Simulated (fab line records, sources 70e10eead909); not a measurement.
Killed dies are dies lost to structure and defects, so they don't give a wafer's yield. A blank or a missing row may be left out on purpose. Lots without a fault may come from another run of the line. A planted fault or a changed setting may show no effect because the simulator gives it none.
Chamber matching | flow nand_harc | NHARC_P_GATE_DEP_103 on pecvd-02: 3 sister chambers
The step deposits SiON, target thk 30 nm. 6 wafers are shown with their chamber, then 7 later ones without.

WAFERS WITH THEIR CHAMBER
wafer  | chamber | heater_power_w (W)
L612.5 | 1       | 684
L613.4 | 0       | 708
L613.5 | 1       | 695
L613.6 | 2       | 820
L626.1 | 0       | 627
L626.2 | 2       | 843

WAFERS WITHOUT THEIR CHAMBER
wafer  | heater_power_w (W)
L626.5 | 863
L629.3 | 623
L629.4 | 863
L629.6 | 679
L630.1 | 839
L630.4 | 719
L630.6 | 636

WHICH CHAMBER EACH WENT THROUGH
wafer  | from the rows above     | in truth
L626.5 | 2                       | 2
L629.3 | can't be placed: 0 or 1 | 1
L629.4 | 2                       | 2
L629.6 | can't be placed: 1 or 0 | 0
L630.1 | 2                       | 2
L630.4 | can't be placed: 1 or 0 | 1
L630.6 | can't be placed: 0 or 1 | 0
Placed correctly: 3 of 7. Can't be placed from these rows: 4 (the true chamber is among the candidates in 4). Placed wrongly: 0.
How it was worked out, from the rows above alone: a wafer's distance from a chamber is the root of the sum, over the readings, of the square of ((its reading less the chamber's mean) divided by the reading's scatter). The wafer belongs to the nearest chamber; if the next one is less than 2 further off, it can't be placed. A chamber's mean is the mean of its shown wafers. The scatter: the root of (the sum of the squares of (reading less its chamber's mean) over the shown wafers, divided by (wafers less chambers)).
